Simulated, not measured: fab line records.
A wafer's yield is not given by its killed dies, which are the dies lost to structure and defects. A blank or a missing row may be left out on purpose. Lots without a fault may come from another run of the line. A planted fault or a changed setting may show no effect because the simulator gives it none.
Comparing a struck lot with a sound one || flow n5Finfet || 15 out of 1938 route steps
Sound: the wafers L946.1, L946.3, L946.5. Wafers struck: L944.3, L944.5. Last of all comes the cause.
Each step with rows lists, per side, the tool, then ch with its chambers, then its first start. Under that, the readings that differ: sound wafers || struck wafers || difference of the means || sigmas: that difference in standard deviations of wafers without a fault.
alike: words and numbers the same on both sides, and readings whose means are apart by under 2 such deviations; not compared: readings that were withheld, readings missing a value for some wafer, numbers with overlapping values and no deviation given by the record, and bounds like >300 which may hide the same value.
The two part at a step that has a row with sigmas, a row that says differs or no value, or rows on one side only. Numbers that have no deviation but don't overlap get no sigmas and don't part them. A reading that every wafer of one side lacks parts them only if that side has two wafers or more.

first, 4 steps without rows for these wafers: N5_BEOL_M10_SOFTBAKE_06 (time 60 s); N5_BEOL_M10_EXPOSE_08 (exposes mask M10); N5_BEOL_M10_PEB_09 (peb time 60 s); N5_BEOL_M10_DEVELOP_10 (develop time 30 s).
N5_BEOL_M10_CD_MEAS_11: target cd 64.1 nm.
  sound on cdSem-03 ch 0, day 13 17:45; struck on cdSem-02 ch 0, day 13 03:07
  alike: cdNm
N5_BEOL_M10_OVL_MEAS_12:
  sound on overlay-01 ch 0, day 13 17:47; struck on overlay-01 ch 0, day 13 03:09
  alike: M10_OVL
N5_BEOL_M10_INSPECT_13: inspects for defects (brightfield).
  sound: defectInspect-01 at day 13 17:48; struck: defectInspect-02 at day 13 03:11
  alike: rawDefectCount
N5_BEOL_M10_DESCUM_16: chemistry O2, time 7.9 s.
  sound on rieDiel-02 ch 1,2, day 13 18:14; struck on rieDiel-04 ch 1,2, day 13 03:17
{"reading": "throttleValvePct (%)", "sound": "20.89 20.58 20.89", "struck": "20.44 20.40", "difference": -0.37, "sigmas": -2}
  alike: drypumpMotorCurrentA, oesProductAu, rfVppV, showerheadPlenumPTorr, tempC
  not compared: rfHoursCounterH
N5_BEOL_M10_ETCH_61: etches SiARC in CF4, target depth 39 nm, time 65 s.
  sound on rieDiel-02 ch 1,2, day 13 18:16; struck on rieDiel-04 ch 1,2, day 13 03:19
  alike: drypumpMotorCurrentA, etchRfOnTimeS, oesProductAu, rfVppV, showerheadPlenumPTorr, throttleValvePct
  not compared: rfHoursCounterH
N5_BEOL_M10_ETCH_62: etches SOC in N2/H2, target depth 110 nm, overetch 22 nm, time 165 s.
  sound on rieDiel-02 ch 1,2, day 13 18:19; struck on rieDiel-04 ch 1,2, day 13 03:22
  alike: drypumpMotorCurrentA, oesProductAu, rfVppV, showerheadPlenumPTorr, tempC, throttleValvePct
  not compared: rfHoursCounterH
then, 1 step without rows for these wafers: N5_BEOL_M10_STRIP_68 (strips in N2/H2).
N5_BEOL_M10_STRIP_67: strips in CF4.
  sound on rieDiel-02 ch 1,2, day 13 18:28; struck on rieDiel-04 ch 1,2, day 13 03:31
  alike: drypumpMotorCurrentA, oesProductAu, rfVppV, showerheadPlenumPTorr, throttleValvePct
  not compared: rfHoursCounterH
N5_BEOL_M10_HM_OPEN_17: chemistry Cl2/BCl3, target TiN, target depth 20 nm, overetch 6 nm.
  sound on rieMetal-03 ch 0, day 13 18:31; struck on rieMetal-01 ch 0,1, day 13 03:35
{"reading": "model.SOC_of_BEOL_M10_COAT_59.thkNm (nm)", "sound": "91.8 91.8 91.8", "struck": "87.8 87.6", "difference": -4.1, "sigmas": ""}
  alike: drypumpMotorCurrentA, oesProductAu, throttleValvePct
  not compared: rfHoursCounterH
N5_BEOL_M10_STRIP_19: strips in O2.
  sound on rieDiel-04 ch 0,1,3, day 13 18:37; struck on rieDiel-02 ch 1, day 13 03:40
  alike: drypumpMotorCurrentA, oesProductAu, rfVppV, showerheadPlenumPTorr, tempC, throttleValvePct
  not compared: rfHoursCounterH
then, 1 step without rows for these wafers: N5_PASSIVATION_PROBE_49.

## WHERE THEY PART
N5_BEOL_M10_DESCUM_16 only, going by this record. Later steps at which nothing parts them and some readings are alike: N5_BEOL_M10_ETCH_61, N5_BEOL_M10_ETCH_62, N5_BEOL_M10_STRIP_67, N5_BEOL_M10_HM_OPEN_17, N5_BEOL_M10_STRIP_19.

WHY: what the simulator had put in
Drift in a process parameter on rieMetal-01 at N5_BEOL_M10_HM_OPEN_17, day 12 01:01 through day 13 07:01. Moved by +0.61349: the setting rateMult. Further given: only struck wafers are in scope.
